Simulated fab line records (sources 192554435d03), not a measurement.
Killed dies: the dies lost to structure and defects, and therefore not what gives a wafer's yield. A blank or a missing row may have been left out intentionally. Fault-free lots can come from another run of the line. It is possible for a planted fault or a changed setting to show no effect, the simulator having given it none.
fab line records    flow n5-finfet
record: lots: 6  wafers: 18  last-day: 19
route steps=1938 shown BEOL_M4@1050 PASSIVATION@1936
lots untouched by any fault: they come from a run of this same line in which no faults occurred
start-h: start of the lot's first displayed wafer, in hours after the record's first day    wait-h: hours from the lot's prior step to this one    " repeats the value in the row above    L1.1+2: several wafers, shown together as one row    - no value present, or no start provided    * or withheld: withheld    < > ~ a bound
route shown NAME@n: NAME is a module with steps in the file, n the number in the route of the first one    usual: mean/standard deviation of fault-free wafers    same: alike in all rows    chamber/n: place in a boat    sites: the reading at each site    _std_site: how widely they spread, as a standard deviation    _edge_site: inner sites' mean taken away from outer sites' mean    radius-mm: for every site, how far away it sits from the centre of the wafer    mask NAME#n: copy n    behind: the last tool/chamber to shape the wafer    hold: the reason the lot was held/the length of the hold in hours/how it ended    device: the transistor (n, p or np) that didn't switch    end of line: the tests these same wafers got at the end of their route    a step without rows: its recipe alone    killed: the dies lost at the first sort to structure and to defects; this is not the yield of the wafer    map: a wafer's dies, marking killed ones x, the rest . and places with no die _
set.NAME: the setting that was run; set.NAME@STEP: the one run at that earlier step    model.NAME: the simulator's own value behind a step, which no gauge read
a table for each step, a row for each wafer; lots at some steps of the route
services: the hour from which a tool's chamber was out of use, counted from the record's first day as start-h (under 0 if before that day), plus the number of hours and why
== steps ==
step: N5_BEOL_M4_COAT_22
recipe: resist: CAR-EUV  spin-rpm: 1500  resist-thk-nm: 30
step: N5_BEOL_M4_EBR_24
recipe: solvent: PGMEA  ebr-width-mm: 1.5
step: N5_BEOL_M4_SOFTBAKE_23
recipe: temp-c: 110  time-s: 60  resist: CAR-EUV
step: N5_BEOL_M4_EXPOSE_25
recipe: mask-id: V3  na: 0.33  source-shape: quasar  sigma-inner: 0.2  sigma-outer: 0.8  polarization: unpolarized  defocus-nm: 5  dose-mj: 63
step: N5_BEOL_M4_PEB_26
recipe: peb-temp-c: 100  peb-time-s: 60  resist: CAR-EUV
step: N5_BEOL_M4_DEVELOP_27
recipe: develop-time-s: 30  developer: TMAH  resist: CAR-EUV  rinse-liquid: surfactant-rinse  dry: air-spin  dev-temp-c: 23
step: N5_BEOL_M4_CD_MEAS_28
recipe: target-cd-nm: 26.2  landing-energy-ev: 500  detector: se-inlens  target-cd-y-nm: 24.1  polarity: opening
usual: cd-nm: 26.24/0.23
lot.wafer  tool       chamber  start-h  wait-h  cd-nm
L920.1     cd-sem-03  0        177.62   -       26.15
L920.2     "          0        "        "       26.16
L920.5     "          0        "        "       25.78
L928.1     cd-sem-02  0        218.92   -       26.39
L928.5     "          0        "        "       26.48
L928.6     "          0        "        "       26.45
L937.2     cd-sem-03  0        277.98   -       26.26
L937.5     "          0        "        "       26.13
L937.6     "          0        "        "       26.46
L939.2     cd-sem-01  0        296.88   -       26.52
L939.4     "          0        "        "       26.51
L939.6     "          0        "        "       26.46
L940.1     cd-sem-01  0        300.65   -       26.10
L940.2     "          0        "        "       25.80
L940.3     "          0        "        "       26.31
L942.1     cd-sem-01  0        307.31   -       26.60
L942.4     "          0        "        "       26.44
L942.6     "          0        "        "       26.22
step: N5_BEOL_M4_OVL_MEAS_29
recipe: points-per-wafer: 522
usual: V3_OVL: -0.3/0.66
lot.wafer  tool        chamber  start-h  wait-h  V3_OVL[nm]
L920.1     overlay-02  0        177.65   0.0     0.7
L920.2     "           0        "        "       -0.7
L920.5     "           0        "        "       0.3
L928.1     overlay-02  0        218.95   0.0     -0.3
L928.5     "           0        "        "       0.0
L928.6     "           0        "        "       0.6
L937.2     overlay-01  0        278.02   0.0     -0.2
L937.5     "           0        "        "       -1.3
L937.6     "           0        "        "       -1.0
L939.2     overlay-01  0        296.92   0.0     -0.4
L939.4     "           0        "        "       0.0
L939.6     "           0        "        "       0.1
L940.1     overlay-01  0        300.68   0.0     0.4
L940.2     "           0        "        "       -0.6
L940.3     "           0        "        "       -0.6
L942.1     overlay-02  0        307.34   0.0     -0.8
L942.4     "           0        "        "       -1.3
L942.6     "           0        "        "       -1.6
step: N5_BEOL_M4_INSPECT_30
recipe: mode: adi  inspect-instrument: brightfield
usual: raw-defect-count: 426/100
lot.wafer  tool               chamber  start-h  wait-h  raw-defect-count
L920.1     defect-inspect-02  -        177.71   0.1     680
L920.2     "                  -        "        "       505
L920.5     "                  -        "        "       479
L928.1     defect-inspect-02  -        219.01   0.1     462
L928.5     "                  -        "        "       483
L928.6     "                  -        "        "       574
L937.2     defect-inspect-01  -        278.07   0.0     625
L937.5     "                  -        "        "       673
L937.6     "                  -        "        "       395
L939.2     defect-inspect-01  -        296.97   0.0     475
L939.4     "                  -        "        "       537
L939.6     "                  -        "        "       342
L940.1     defect-inspect-01  -        300.74   0.1     323
L940.2     "                  -        "        "       388
L940.3     "                  -        "        "       428
L942.1     defect-inspect-01  -        307.41   0.1     357
L942.4     "                  -        "        "       466
L942.6     "                  -        "        "       371
step: N5_BEOL_M4_DESCUM_33
recipe: chemistry: O2  time-s: 7  source-power-w: 50  bias-power-w: 20  pressure-mtorr: 20  rf-frequency-hz: 2.712e+07  temp-c: 40  resist: CAR-EUV  o2-flow-sccm: 225
usual: bias-power-w: 20.00/0.057  drypump-motor-current-A: 5.6/0.41  oes-product-au: 0.78/0.07  rf-vpp-V: 243.1/1.5  showerhead-plenum-p-Torr: 2.10/0.074  throttle-valve-pct: 20.43/0.17
lot.wafer  tool         chamber  start-h  wait-h  bias-power-w  drypump-motor-current-A  oes-product-au  rf-hours-counter-h  rf-vpp-V  showerhead-plenum-p-Torr  throttle-valve-pct
L920.1     rie-diel-01  3        177.91   0.2     20.01         5.4                      0.76            130                 242.3     2.02                      20.63
L920.2     "            0        "        "       20.00         6.2                      0.75            126                 242.2     2.03                      20.65
L920.5     "            3        "        "       20.04         5.4                      0.76            -                   240.6     2.02                      20.64
L928.1     rie-diel-01  2        219.14   0.1     19.90         5.6                      0.78            103                 243.9     2.11                      20.31
L928.5     "            0        "        "       20.06         6.2                      0.74            -                   240.7     2.03                      20.68
L928.6     "            3        "        "       20.07         5.4                      0.73            -                   242.2     2.02                      20.66
L937.2     rie-diel-04  3        278.17   0.1     19.99         5.6                      0.68            235                 244.5     2.15                      20.45
L937.5     "            0        "        "       20.02         5.6                      0.92            -                   245.6     2.24                      20.27
L937.6     "            3        "        "       19.98         5.7                      0.68            -                   243.9     2.15                      20.45
L939.2     rie-diel-04  1        297.20   0.2     20.06         5.8                      0.77            158                 242.0     2.12                      20.59
L939.4     "            0        "        "       19.92         5.5                      0.90            32                  245.1     2.24                      20.25
L939.6     "            1        "        "       20.10         5.8                      0.77            -                   242.1     2.12                      20.60
L940.1     rie-diel-02  2        300.77   0.0     19.98         5.8                      0.74            144                 244.9     2.15                      20.21
L940.2     "            3        "        "       20.00         4.9                      0.79            90                  244.0     2.14                      20.74
L940.3     "            1        "        "       20.04         5.2                      0.71            169                 242.7     2.07                      20.38
L942.1     rie-diel-04  0        307.44   0.0     19.99         5.5                      0.90            36                  245.4     2.24                      20.27
L942.4     "            0        "        "       19.99         5.5                      0.90            -                   245.7     2.24                      20.28
L942.6     "            3        "        "       19.95         5.6                      0.68            -                   243.7     2.15                      20.45
step: N5_BEOL_M4_ETCH_77
recipe: chemistry: N2/H2  target: underlayer  target-depth-a: 65  mask-material: CAR-EUV  time-s: 5.2  ion-energy-ev: 200  pressure-mtorr: 30  source-w: 840  bias-w: 150  n2-flow-sccm: 200  h2-flow-sccm: 200  ends: cleared
usual: drypump-motor-current-A: 5.6/0.41  etch-rf-on-time-s: 5.17/0.16  h2-flow-sccm: 200.0/0.64  oes-product-au: 0.67/0.061  rf-vpp-V: 523.7/2.8  showerhead-plenum-p-Torr: 2.54/0.1  throttle-valve-pct: 17.89/0.22
lot.wafer  tool         chamber  start-h  wait-h  drypump-motor-current-A  etch-rf-on-time-s  h2-flow-sccm  oes-product-au  rf-hours-counter-h  rf-vpp-V  showerhead-plenum-p-Torr  throttle-valve-pct
L920.1     rie-diel-01  3        177.95   0.0     5.4                      5.16               200.1         0.65            130                 521.5     2.46                      18.16
L920.2     "            0        "        "       6.2                      5.19               201.0         0.65            126                 522.9     2.42                      17.81
L920.5     "            3        "        "       5.4                      5.10               199.4         0.66            -                   520.5     2.46                      18.13
L928.1     rie-diel-01  2        219.17   0.0     5.6                      5.14               200.2         0.67            103                 525.1     2.56                      17.70
L928.5     "            0        "        "       6.3                      5.14               200.0         0.64            -                   519.8     2.42                      17.86
L928.6     "            3        "        "       5.4                      5.10               199.9         0.65            -                   518.4     2.46                      18.17
L937.2     rie-diel-04  3        278.21   0.0     5.6                      5.21               198.8         0.59            235                 526.1     2.61                      17.96
L937.5     "            0        "        "       5.6                      4.87               199.4         0.79            -                   526.4     2.73                      17.75
L937.6     "            3        "        "       5.7                      5.26               199.2         0.59            -                   527.7     2.61                      18.01
L939.2     rie-diel-04  1        297.23   0.0     5.8                      5.30               199.3         0.64            158                 524.1     2.54                      17.80
L939.4     "            0        "        "       5.6                      4.89               200.6         0.78            32                  528.4     2.72                      17.79
L939.6     "            1        "        "       5.8                      5.28               199.7         0.65            -                   523.3     2.54                      17.81
L940.1     rie-diel-02  2        300.81   0.0     5.8                      5.71               199.8         0.61            144                 526.7     2.68                      18.03
L940.2     "            3        "        "       4.8                      5.12               199.6         0.69            90                  524.2     2.60                      18.09
L940.3     "            1        "        "       5.2                      5.22               200.3         0.62            169                 520.9     2.53                      17.97
L942.1     rie-diel-04  0        307.47   0.0     5.6                      4.82               199.1         0.78            36                  527.8     2.72                      17.74
L942.4     "            0        "        "       5.5                      4.80               198.7         0.78            -                   526.0     2.72                      17.76
L942.6     "            3        "        "       5.7                      5.16               200.5         0.59            -                   524.3     2.60                      18.04
step: N5_BEOL_M4_ETCH_69
recipe: chemistry: CF4  target: SiARC  target-depth-a: 156  mask-material: CAR-EUV  time-s: 26  ion-energy-ev: 80  pressure-mtorr: 40  source-w: 545  bias-w: 36  Ar_flow_sccm: 100  cf4-flow-sccm: 100  ends: cleared
usual: drypump-motor-current-A: 5.6/0.41  etch-rf-on-time-s: 25.8/0.79  mfc-ar-sccm: 100.0/0.31  oes-product-au: 0.67/0.061  rf-vpp-V: 184.0/1.2  showerhead-plenum-p-Torr: 2.14/0.072  throttle-valve-pct: 15.60/0.19
lot.wafer  tool         chamber  start-h  wait-h  drypump-motor-current-A  etch-rf-on-time-s  mfc-ar-sccm  oes-product-au  rf-hours-counter-h  rf-vpp-V  showerhead-plenum-p-Torr  throttle-valve-pct
L920.1     rie-diel-01  3        177.96   0.0     5.4                      26.0               99.5         0.65            130                 182.4     2.08                      15.83
L920.2     "            0        "        "       6.2                      25.5               100.2        0.66            126                 183.2     2.06                      15.74
L920.5     "            3        "        "       5.4                      25.9               99.7         0.65            -                   182.5     2.08                      15.82
L928.1     rie-diel-01  2        219.19   0.0     5.6                      25.3               99.7         0.68            103                 185.1     2.14                      15.40
L928.5     "            0        "        "       6.2                      24.9               99.6         0.64            -                   182.8     2.06                      15.77
L928.6     "            3        "        "       5.4                      26.1               100.1        0.64            -                   182.9     2.07                      15.85
L937.2     rie-diel-04  3        278.23   0.0     5.6                      25.6               99.9         0.60            235                 185.3     2.21                      15.80
L937.5     "            0        "        "       5.5                      24.3               100.2        0.79            -                   185.1     2.25                      15.20
L937.6     "            3        "        "       5.7                      25.7               100.6        0.60            -                   184.1     2.21                      15.79
L939.2     rie-diel-04  1        297.25   0.0     5.8                      26.5               99.5         0.65            158                 183.1     2.16                      15.63
L939.4     "            0        "        "       5.6                      24.3               100.2        0.79            32                  187.5     2.25                      15.22
L939.6     "            1        "        "       5.8                      26.8               99.4         0.64            -                   185.6     2.16                      15.64
L940.1     rie-diel-02  2        300.82   0.0     5.8                      27.8               99.8         0.62            144                 185.0     2.25                      15.65
L940.2     "            3        "        "       4.9                      25.4               100.2        0.69            91                  184.8     2.15                      15.62
L940.3     "            1        "        "       5.2                      25.9               100.2        0.62            169                 184.1     2.13                      15.56
L942.1     rie-diel-04  0        307.49   0.0     5.6                      24.4               99.9         0.78            36                  185.9     2.25                      15.22
L942.4     "            0        "        "       5.6                      24.4               100.0        0.77            -                   185.6     2.25                      15.21
L942.6     "            3        "        "       5.7                      26.2               100.1        0.58            -                   184.6     2.20                      15.82
step: N5_BEOL_M4_ALD_98
recipe: material: SiO2  target-thk-a: 25  temp-c: 100  ald-precursor-family: BDEAS  ald-co-reactant: O2-plasma  pulse-time-s: 1  co-reactant-pulse-time-s: 1  purge-time-s: 2  co-reactant-purge-time-s: 2  ald-cycles: 17  pressure-torr: 2
usual: ald-cycles: 17/0  heater-power-w: 77/4.4  precursor-pulse-height-rel: 1.002/0.019
lot.wafer  tool        chamber  start-h  wait-h  ald-cycles  heater-power-w  precursor-pulse-height-rel  model.SiO2_of_BEOL_M4_ALD_98.thk-nm
L920.1     ald-sin-01  2        178.10   0.1     17          72              1.000                       2.4
L920.2     "           0        "        "       17          80              0.968                       2.4
L920.5     "           1        "        "       17          78              0.993                       2.4
L928.1     ald-sin-04  3        219.27   0.1     17          79              0.996                       2.6
L928.5     "           3        "        "       17          81              0.985                       2.6
L928.6     "           2        "        "       17          72              1.016                       2.4
L937.2     ald-sin-04  3        278.60   0.3     17          81              1.020                       2.6
L937.5     "           0        "        "       17          77              1.016                       2.6
L937.6     "           1        "        "       6           73              0.960                       1
L939.2     ald-sin-04  2        297.53   0.2     17          71              1.013                       2.4
L939.4     "           1        "        "       6           71              1.008                       1
L939.6     "           0        "        "       6           77              0.967                       0.8
L940.1     ald-sin-01  3        300.91   0.1     17          81              0.987                       2.4
L940.2     "           1        "        "       17          76              1.011                       2.4
L940.3     "           0        "        "       17          79              1.025                       2.6
L942.1     ald-sin-02  2        307.57   0.1     17          72              0.994                       2.4
L942.4     "           3        "        "       17          83              1.027                       2.4
L942.6     "           3        "        "       17          85              1.026                       2.6
step: N5_BEOL_M4_ETCHBACK_99
recipe: chemistry: CHF3  target: SiO2  target-depth-a: 50  time-s: 10.4  source-w: 215  bias-w: 47  Ar_flow_sccm: 200  CHF3_flow_sccm: 12  ion-energy-ev: 100  pressure-mtorr: 30
usual: drypump-motor-current-A: 5.6/0.46  mfc-ar-sccm: 200.0/0.55  oes-product-au: 0.78/0.068  rf-vpp-V: 240/8.7  showerhead-plenum-p-Torr: 2.15/0.08  throttle-valve-pct: 17.07/0.16
lot.wafer  tool         chamber  start-h  wait-h  drypump-motor-current-A  mfc-ar-sccm  oes-product-au  rf-hours-counter-h  rf-vpp-V  showerhead-plenum-p-Torr  throttle-valve-pct
L920.1     rie-diel-01  1        180.65   2.5     5.8                      200.0        0.80            98                  245       2.10                      16.94
L920.2     "            3        "        "       5.4                      200.2        0.76            131                 252       2.08                      17.28
L920.5     "            3        "        "       5.4                      200.2        0.78            -                   251       2.08                      17.30
L928.1     rie-diel-04  0        223.75   4.4     5.5                      200.4        0.99            3                   244       2.28                      16.64
L928.5     "            3        "        "       5.6                      200.2        0.71            -                   241       2.21                      17.09
L928.6     "            2        "        "       4.8                      200.2        0.88            -                   227       2.20                      17.16
L937.2     rie-diel-01  3        288.78   10.1    5.4                      200.2        0.72            169                 252       2.07                      17.34
L937.5     "            1        "        "       5.8                      199.2        0.76            -                   246       2.09                      16.99
L937.6     "            0        "        "       6.2                      200.3        0.73            -                   228       2.04                      17.16
L939.2     rie-diel-01  0        305.11   7.5     6.2                      200.1        0.74            171                 227       2.04                      17.18
L939.4     "            2        "        "       5.6                      199.7        0.76            134                 234       2.13                      16.84
L939.6     "            2        "        "       5.6                      199.1        0.76            -                   236       2.13                      16.83
L940.1     rie-diel-02  1        305.11   4.2     5.2                      200.1        0.72            170                 246       2.16                      17.18
L940.2     "            3        "        "       4.9                      199.5        0.80            92                  242       2.16                      17.07
L940.3     "            0        "        "       6.1                      200.0        0.75            166                 254       2.04                      17.08
L942.1     rie-diel-04  0        310.65   3.0     5.5                      199.5        0.90            37                  244       2.27                      16.71
L942.4     "            2        "        "       4.8                      200.1        0.84            -                   228       2.19                      17.21
L942.6     "            0        "        "       5.6                      201.2        0.90            -                   243       2.27                      16.70
step: N5_BEOL_M4_RC_MEAS_101
usual: DIBL_N: 35.8/2.2  DIBL_P: 35.3/2.7  IOFF_N: 0.16/0.043  IOFF_P: 0.21/0.043  ION_N: 676/15  ION_P: 463/9.1  SS_N: 71.4/0.77  SS_P: 73.0/0.79  VT_N: 250/4  VT_P: -249.8/2.8
lot.wafer  tool       chamber  start-h  wait-h  DIBL_N[mV/V]  DIBL_P[mV/V]  IOFF_N[nA/um]  IOFF_P[nA/um]  ION_N[uA/um]  ION_P[uA/um]  SS_N[mV/dec]  SS_P[mV/dec]  VT_N[mV]  VT_P[mV]
L920.1     prober-01  0        185.26   0.0     38.2          37.3          0.18           0.24           686           467           72.0          74.1          249       -246.5
L920.2     "          0        "        "       36.4          36.2          0.15           0.21           674           462           71.7          72.6          250       -250.4
L920.5     "          0        "        "       36.9          36.2          0.16           0.21           684           458           71.3          73.3          248       -247.3
L928.1     prober-02  0        228.08   0.0     34.1          31.8          0.12           0.16           665           454           70.6          72.9          253       -250.0
L928.5     "          0        "        "       36.1          33.8          0.16           0.19           689           465           71.2          72.6          248       -250.6
L928.6     "          0        "        "       37.8          36.2          0.19           0.23           676           461           71.8          73.7          249       -249.7
L937.2     prober-02  0        293.61   0.2     37.6          36.9          0.19           0.23           654           448           72.2          73.8          250       -248.7
L937.5     "          0        "        "       36.1          36.1          0.15           0.21           677           470           71.7          73.2          250       -247.8
L937.6     "          0        "        "       34.4          34.3          0.13           0.19           675           472           70.7          73.2          252       -249.5
L940.1     prober-02  0        309.59   0.0     36.3          35.4          0.18           0.20           679           457           71.3          72.6          247       -252.6
L940.2     "          0        "        "       36.7          36.1          0.18           0.21           680           462           71.8          72.7          248       -250.3
L940.3     "          0        "        "       35.8          34.2          0.15           0.18           686           457           71.9          72.3          254       -252.3
L939.2     prober-01  0        310.02   0.2     37.7          35.2          0.16           0.22           687           470           71.2          71.9          248       -249.2
L939.4     "          0        "        "       33.1          29.0          0.09           0.14           650           458           70.6          71.4          258       -251.8
L939.6     "          0        "        "       33.7          30.5          0.10           0.16           663           465           70.1          71.8          256       -249.7
L942.1     prober-02  0        316.80   0.0     35.9          36.2          0.16           0.21           684           462           71.9          72.7          248       -250.6
L942.4     "          0        "        "       34.8          34.7          0.15           0.19           682           459           71.6          72.8          249       -249.9
L942.6     "          0        "        "       30.6          30.2          0.09           0.13           650           448           70.5          70.8          256       -255.2
step: N5_PASSIVATION_PROBE_49
usual: defect-limited-yield: 91.1/1.4  killed_at_M0_to_M3: 34/11  killed_at_M4_up: 14/5.6  killed-at-contacts: 13/5.9  killed-at-front-end: 40/11  killed-at-other: 4/3.1  killed-dies: 105/16  killed-open: 68/11  killed-short: 34/8.4  sort_bin_5_function: 5.2/0.86  sort_bin_6_memory: 3.2/0.7  sort-n-pass: 1074/21  sort-yield-pct: 91.0/1.8
same: gross-dies: 1180  killed-at-back-side: 0  sort_bin_4_leakage[%]: 0  sort_bin_8_speed[%]: 0
lot.wafer  tool       chamber  start-h  wait-h  defect-limited-yield[%]  killed_at_M0_to_M3  killed_at_M4_up  killed-at-contacts  killed-at-front-end  killed-at-other  killed-dies  killed-open  killed-short  sort_bin_5_function[%]  sort_bin_6_memory[%]  sort-n-pass  sort-yield-pct[%]
L920.1     prober-01  -        297.34   0.0     93.9                     22                  10               16                  22                   2                72           42           27            3.6                     2.3                   1108         93.9
L920.2     prober-01  -        297.39   0.1     92.1                     25                  15               22                  29                   2                93           78           15            4.7                     2.9                   1087         92.1
L920.5     prober-01  -        297.54   0.2     93.1                     20                  13               12                  34                   2                81           63           17            3.9                     2.8                   1099         93.1
L928.1     prober-01  -        346.00   0.0     91.6                     42                  13               16                  27                   1                99           57           40            5.1                     3.1                   1081         91.6
L928.5     prober-01  -        346.20   0.2     91.1                     38                  18               7                   40                   2                105          60           45            4.6                     3.6                   1075         91.1
L928.6     prober-01  -        346.25   0.3     88.2                     47                  13               10                  66                   3                139          85           46            6.2                     4.0                   1041         88.2
L939.2     prober-02  -        429.68   1.3     89.9                     28                  15               24                  52                   0                119          76           38            5.9                     3.5                   1061         89.9
L939.4     prober-02  -        429.78   1.4     91.9                     25                  7                16                  47                   1                96           64           32            5.1                     2.9                   1084         91.9
L939.6     prober-02  -        429.88   1.5     93.5                     14                  16               5                   42                   0                77           50           24            4.2                     2.2                   1103         93.5
L942.1     prober-02  -        442.80   0.0     89.0                     22                  32               15                  61                   0                130          81           44            6.9                     3.2                   1050         89.0
L942.4     prober-02  -        442.95   0.2     90.4                     23                  23               13                  53                   1                113          72           40            6.0                     3.4                   1067         90.4
L942.6     prober-02  -        443.05   0.3     88.2                     17                  27               9                   80                   6                139          86           53            6.6                     4.6                   1041         88.2
killed by level:class
L920.1 MOL_CONTACT_COAG:geometric-particle:open=13 BEOL_M0_SAQP:geometric-particle:open=5 BEOL_M0_SAQP:geometric-particle:short=4 FIN_SAQP:geometric-particle:short=3 FIN_SAQP:geometric-particle:open=3 MOL_CONTACT_COAG:geometric-particle:short=3 BEOL_M2:geometric-particle:short=3 BEOL_M3:geometric-particle:open=3
L920.2 MOL_CONTACT_COAG:geometric-particle:open=20 BEOL_M3:geometric-particle:open=10 BEOL_M4:geometric-particle:open=8 FIN_SAQP:geometric-particle:open=6 STI_FIN_REVEAL:geometric-particle:open=4 ILD0:geometric-particle:open=4 FIN_SAQP:geometric-particle:short=3 DUMMY_GATE:geometric-particle:open=3
L920.5 MOL_CONTACT_COAG:geometric-particle:open=11 STI_FIN_REVEAL:geometric-particle:open=9 FIN_SAQP:geometric-particle:open=8 BEOL_M3:geometric-particle:open=7 FIN_SAQP:geometric-particle:short=6 BEOL_M4:geometric-particle:open=6 BEOL_M0_SAQP:geometric-particle:open=4 BEOL_M2:geometric-particle:open=3
L928.1 BEOL_M2:geometric-particle:open=10 MOL_CONTACT_COAG:geometric-particle:open=9 BEOL_M0_SAQP:geometric-particle:open=9 BEOL_M0_SAQP:geometric-particle:short=8 BEOL_M1:geometric-particle:short=8 FIN_SAQP:geometric-particle:short=5 FIN_SAQP:geometric-particle:open=5 MOL_CONTACT_COAG:geometric-particle:short=5
L928.5 BEOL_M4:geometric-particle:open=14 BEOL_M0_SAQP:geometric-particle:short=12 FIN_SAQP:geometric-particle:short=10 GATE_CUT:geometric-particle:short=8 BEOL_M0_SAQP:geometric-particle:open=7 MOL_CONTACT_COAG:geometric-particle:open=7 GATE_CUT:geometric-particle:open=6 FIN_SAQP:geometric-particle:open=4
L928.6 FIN_SAQP:geometric-particle:open=22 BEOL_M0_SAQP:geometric-particle:short=15 BEOL_M0_SAQP:geometric-particle:open=14 STI_FIN_REVEAL:geometric-particle:open=8 GATE_CUT:geometric-particle:open=8 HKMG_FIN:area-etch=7 GATE_CUT:geometric-particle:short=6 MOL_CONTACT_COAG:geometric-particle:open=6
L939.2 MOL_CONTACT_COAG:geometric-particle:open=18 FIN_SAQP:geometric-particle:open=12 BEOL_M1:geometric-particle:open=8 GATE_CUT:geometric-particle:short=7 FIN_SAQP:geometric-particle:short=6 DUMMY_GATE:geometric-particle:open=6 MOL_CONTACT_COAG:geometric-particle:short=6 BEOL_M2:geometric-particle:open=6
L939.4 MOL_CONTACT_COAG:geometric-particle:open=14 FIN_SAQP:geometric-particle:open=9 BEOL_M0_SAQP:geometric-particle:short=7 FIN_SAQP:geometric-particle:short=6 BEOL_M2:geometric-particle:open=6 STI_FIN_REVEAL:geometric-particle:open=5 DUMMY_GATE:geometric-particle:open=4 SPACER0:geometric-particle:open=4
L939.6 FIN_SAQP:geometric-particle:open=12 FIN_SAQP:geometric-particle:short=7 BEOL_M3:geometric-particle:open=6 DUMMY_GATE:geometric-particle:open=5 BEOL_M4:geometric-particle:open=5 BEOL_M4:geometric-particle:short=5 STI_FIN_REVEAL:geometric-particle:open=4 GATE_CUT:geometric-particle:open=4
L942.1 FIN_SAQP:geometric-particle:open=20 FIN_SAQP:geometric-particle:short=19 MOL_CONTACT_COAG:geometric-particle:open=12 BEOL_M4:geometric-particle:open=10 BEOL_M5:geometric-particle:open=9 STI_FIN_REVEAL:geometric-particle:open=8 BEOL_M1:geometric-particle:open=6 BEOL_M3:geometric-particle:open=6
L942.4 FIN_SAQP:geometric-particle:short=17 FIN_SAQP:geometric-particle:open=16 BEOL_M4:geometric-particle:open=15 BEOL_M2:geometric-particle:open=9 MOL_CONTACT_COAG:geometric-particle:open=8 GATE_CUT:geometric-particle:open=5 BEOL_M3:geometric-particle:open=5 BEOL_M4:geometric-particle:short=5
L942.6 FIN_SAQP:geometric-particle:open=19 STI_FIN_REVEAL:geometric-particle:open=19 FIN_SAQP:geometric-particle:short=17 BEOL_M4:geometric-particle:open=15 BEOL_M4:geometric-particle:short=8 MOL_CONTACT_COAG:geometric-particle:open=7 GATE_CUT:geometric-particle:short=7 STI_FIN_REVEAL:geometric-particle:short=5
== services ==
tool         chamber  start-h  hours  kind
ald-sin-04   -        155.76   12.3   repair
rie-diel-02  2        180.71   1.5    repair
rie-diel-02  3        182.82   5.4    repair
rie-diel-04  0        204.10   -      clean
rie-diel-04  0        204.10   -      consumable-replace:focus-ring
rie-diel-04  0        204.10   -      consumable-replace:showerhead
rie-diel-04  0        204.10   12.5   scheduled-down
rie-diel-04  0        204.10   12.5   vent-cycle
rie-diel-01  -        205.96   2.7    repair
rie-diel-04  1        218.53   47.5   repair
ald-sin-04   -        224.66   6.1    pm
ald-sin-02   3        233.16   5.3    repair
rie-diel-02  2        251.79   2.0    repair
rie-diel-02  0        254.07   3.1    repair
ald-sin-01   -        268.52   14.0   pm
ald-sin-01   0        268.52   14.0   vent-cycle
ald-sin-01   1        268.52   14.0   vent-cycle
ald-sin-01   2        268.52   14.0   vent-cycle
ald-sin-01   3        268.52   14.0   vent-cycle
ald-sin-01   0        282.52   -      clean
ald-sin-01   1        282.52   -      clean
ald-sin-01   2        282.52   -      clean
ald-sin-01   3        282.52   -      clean
rie-diel-04  1        304.65   10.7   repair
== key ==
first-sign: step: N5_BEOL_M4_ALD_98  reading: ald-cycles  direction: down  sigmas: 99+  usual: *  struck: *
effect none on later readings
model-effect: step: N5_BEOL_M4_ALD_98  value: SiO2_of_BEOL_M4_ALD_98.thk-nm  without: 2.6  struck: 0.9333
met-at N5_BEOL_M4_ALD_98
struck-wafers L937.6,L939.4,L939.6
onset-between 219.27 278.60
fault: kind: process-parameter-drift  tool: ald-sin-04  chamber: -  onset-h: 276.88  steps: N5_BEOL_M4_ALD_98  channel: ald-cycles  offset: *  shape: step  end-h: 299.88  scope: struck-wafers-only  acts-in: *  stated: *
